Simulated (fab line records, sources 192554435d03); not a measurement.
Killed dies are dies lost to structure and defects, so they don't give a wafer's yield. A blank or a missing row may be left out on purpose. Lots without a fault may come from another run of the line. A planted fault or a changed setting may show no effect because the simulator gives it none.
Chamber matching | flow n5_finfet | N5_BEOL_M3_ETCH_64 on rie_diel-01: 3 sister chambers
The step etches SOC in N2/H2, target depth 75 nm, overetch 15 nm, time 112.5 s. 3 wafers are shown with their chamber, then 6 later ones without.

WAFERS WITH THEIR CHAMBER
wafer  | chamber | showerhead_plenum_p_Torr (Torr)
L077.3 | 0       | 2.71
L077.6 | 2       | 2.50
L083.4 | 3       | 2.45

WAFERS WITHOUT THEIR CHAMBER
wafer  | showerhead_plenum_p_Torr (Torr)
L083.5 | 2.70
L083.6 | 2.50
L092.2 | 2.49
L092.3 | 2.45
L095.2 | 2.44
L095.3 | 2.49

WHICH CHAMBER EACH WENT THROUGH
wafer  | from the rows above | in truth
L083.5 | 0                   | 0
L083.6 | 2                   | 2
L092.2 | 2                   | 2
L092.3 | 3                   | 3
L095.2 | 3                   | 3
L095.3 | 2                   | 2
Placed correctly: 6 of 6. Can't be placed from these rows: 0. Placed wrongly: 0.
How it was worked out, from the rows above alone: a wafer's distance from a chamber is the root of the sum, over the readings, of the square of ((its reading less the chamber's mean) divided by the reading's scatter). The wafer belongs to the nearest chamber; if the next one is less than 2 further off, it can't be placed. A chamber's mean is the mean of its shown wafers. The scatter: with one shown wafer a chamber, the root of the mean of the squares of how far each hidden wafer lies from its nearest shown one.
